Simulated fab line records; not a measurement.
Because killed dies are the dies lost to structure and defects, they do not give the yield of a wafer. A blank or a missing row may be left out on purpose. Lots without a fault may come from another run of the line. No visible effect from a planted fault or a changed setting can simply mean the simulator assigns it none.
Which tool was responsible?    flow n5_finfet    27 wafers from 10 lots sampled at 5 of the route's 1938 steps

WHAT THE GAUGES SHOWED, per wafer
N5_BEOL_M4_RC_MEAS_101.
lot   measured      on         DIBL_N (mV/V)
L148  day 8 17:21   prober-02  37.6 40.3 36.1
L149  day 9 12:31   prober-02  39.2 39.5
L150  day 9 16:39   prober-01  32.0 36.2
L157  day 11 14:27  prober-02  34.8 35.9 38.4
L159  day 12 12:31  prober-01  38.7 37.4 39.8
L160  day 13 01:29  prober-01  37.5 38.6 37.2
L161  day 12 18:41  prober-02  39.9 35.5 37.2
L164  day 13 11:59  prober-01  36.4 36.3
L165  day 13 19:34  prober-01  33.3 33.8 35.5
L169  day 14 21:52  prober-01  33.3 37.5 36.8

WHICH TOOL RAN EACH LOT (tool, then ch and the chambers of the sampled wafers, then the start)
lot   N5_BEOL_M0_STRIP_104                N5_BEOL_M0_SPUTTER_116        N5_BEOL_M0_SPUTTER_134        N5_BEOL_M0_PRE_CLEAN_131
L148  rie_diel-04 ch 0,2, day 6 06:43     pvd_sputter-03, day 6 08:10   pvd_sputter-03, day 6 08:25   cvd_co-01 ch 0,1, day 6 09:34
L149  rie_diel-03 ch 0,2, day 6 13:31     pvd_sputter-03, day 6 14:50   pvd_sputter-03, day 6 15:04   cvd_co-02 ch 2, day 6 16:05
L150  rie_diel-04 ch 1,2, day 6 13:50     pvd_sputter-02, day 6 14:56   pvd_sputter-02, day 6 15:10   cvd_co-01 ch 1,2, day 6 16:20
L157  rie_diel-04 ch 2,3, day 8 10:19     pvd_sputter-02, day 8 12:43   pvd_sputter-02, day 8 12:57   cvd_co-02 ch 0,1,2, day 8 14:23
L159  rie_diel-01 ch 1,2,3, day 8 19:58   pvd_sputter-03, day 8 23:43   pvd_sputter-03, day 8 23:57   cvd_co-01 ch 0,1,2, day 9 01:14
L160  rie_diel-01 ch 0,1, day 9 05:04     pvd_sputter-03, day 9 07:06   pvd_sputter-03, day 9 07:35   cvd_co-01 ch 0,1, day 9 08:43
L161  rie_diel-03 ch 0,3, day 9 08:05     pvd_sputter-02, day 9 09:26   pvd_sputter-02, day 9 09:40   cvd_co-01 ch 0,1,2, day 9 10:37
L164  rie_diel-04 ch 0,3, day 10 13:16    pvd_sputter-01, day 10 16:40  pvd_sputter-01, day 10 16:54  cvd_co-01 ch 1,2, day 10 17:52
L165  rie_diel-03 ch 0,2,3, day 10 18:15  pvd_sputter-02, day 10 20:40  pvd_sputter-02, day 10 20:54  cvd_co-02 ch 0,1,2, day 10 22:18
L169  rie_diel-01 ch 0,1, day 11 10:34    pvd_sputter-03, day 11 13:25  pvd_sputter-03, day 11 13:40  cvd_co-01 ch 1,2, day 11 14:38
- N5_BEOL_M0_STRIP_104: strips in N2/H2.
- N5_BEOL_M0_SPUTTER_116: material Cu, target thk 4 nm, time 7.37 s.
- N5_BEOL_M0_SPUTTER_134: material Cu, target thk 4 nm, time 7.37 s.
- N5_BEOL_M0_PRE_CLEAN_131: time 15 s.

THE ANSWER, worked out from the rows above alone
Rule: the usual values come from the lots themselves. Put in order of their means at a reading, lots are off if they are a third of the lots or fewer, leave a main group of 4 or more, and stand apart from it by a gap of 3 or more times the standard deviation of the main group's means; of several such gaps the widest counts. A main group whose means are all the same, to the digits that the tables above print for the reading, isn't used. Also off: a lot with no number at a reading for which 4 or more lots have one. Any other lot the step has rows for is counted as sound.
No lot is off on any of the readings shown, so nothing can be concluded from this.

WHAT THE SIMULATOR HAD INSERTED
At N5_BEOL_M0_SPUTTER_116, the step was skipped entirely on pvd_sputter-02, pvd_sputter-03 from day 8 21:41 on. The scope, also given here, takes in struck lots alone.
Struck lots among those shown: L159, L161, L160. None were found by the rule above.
